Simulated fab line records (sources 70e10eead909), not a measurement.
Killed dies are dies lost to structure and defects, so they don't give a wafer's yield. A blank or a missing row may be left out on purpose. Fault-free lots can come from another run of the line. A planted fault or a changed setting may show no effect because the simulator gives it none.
Matching of chambers :: flow nand_harc :: cmp-04 running NHARC_A_CHANNEL_FILL_D1_CMP_10: 4 sister chambers
The step polishes, target thk 150 nm. 4 wafers are shown with their chamber, then 9 later ones without.

## EACH WAFER AND ITS CHAMBER
wafer: L082.5
chamber: 2
motor_current_A (A): 11.5

wafer: L084.1
chamber: 0
motor_current_A (A): 12.4

wafer: L084.4
chamber: 1
motor_current_A (A): 11.3

wafer: L084.5
chamber: 3
motor_current_A (A): 13.2

## WAFERS WITHOUT THEIR CHAMBER
wafer: L086.1
motor_current_A (A): 11.4

wafer: L086.2
motor_current_A (A): 11.6

wafer: L086.3
motor_current_A (A): 13.5

wafer: L092.2
motor_current_A (A): 13.0

wafer: L092.3
motor_current_A (A): 11.3

wafer: L092.6
motor_current_A (A): 12.5

wafer: L093.1
motor_current_A (A): 12.9

wafer: L093.2
motor_current_A (A): 10.9

wafer: L093.3
motor_current_A (A): 11.4

## THE CHAMBER EACH PASSED THROUGH
wafer: L086.1
from the rows above: can't be placed: 1 or 2
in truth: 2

wafer: L086.2
from the rows above: can't be placed: 2 or 1
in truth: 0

wafer: L086.3
from the rows above: 3
in truth: 3

wafer: L092.2
from the rows above: can't be placed: 3 or 0
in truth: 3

wafer: L092.3
from the rows above: can't be placed: 1 or 2
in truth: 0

wafer: L092.6
from the rows above: 0
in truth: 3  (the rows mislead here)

wafer: L093.1
from the rows above: can't be placed: 3 or 0
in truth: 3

wafer: L093.2
from the rows above: can't be placed: 1 or 2
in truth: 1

wafer: L093.3
from the rows above: can't be placed: 1 or 2
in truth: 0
Correct placement for 1 of the 9. From these rows, 7 cannot be placed; in 4 the true chamber is one of the candidates. Placed wrongly: 1.
How it was worked out, from the rows above alone: a wafer's distance from a chamber is the root of the sum, over the readings, of the square of ((its reading less the chamber's mean) divided by the reading's scatter). If the next closest chamber is less than 2 further off than the closest, the wafer can't be placed; otherwise it belongs to the closest. A chamber's mean is the mean of its shown wafers. The scatter (one wafer shown for each chamber): square how far every hidden wafer sits from the nearest shown wafer, average those squares and take the square root.
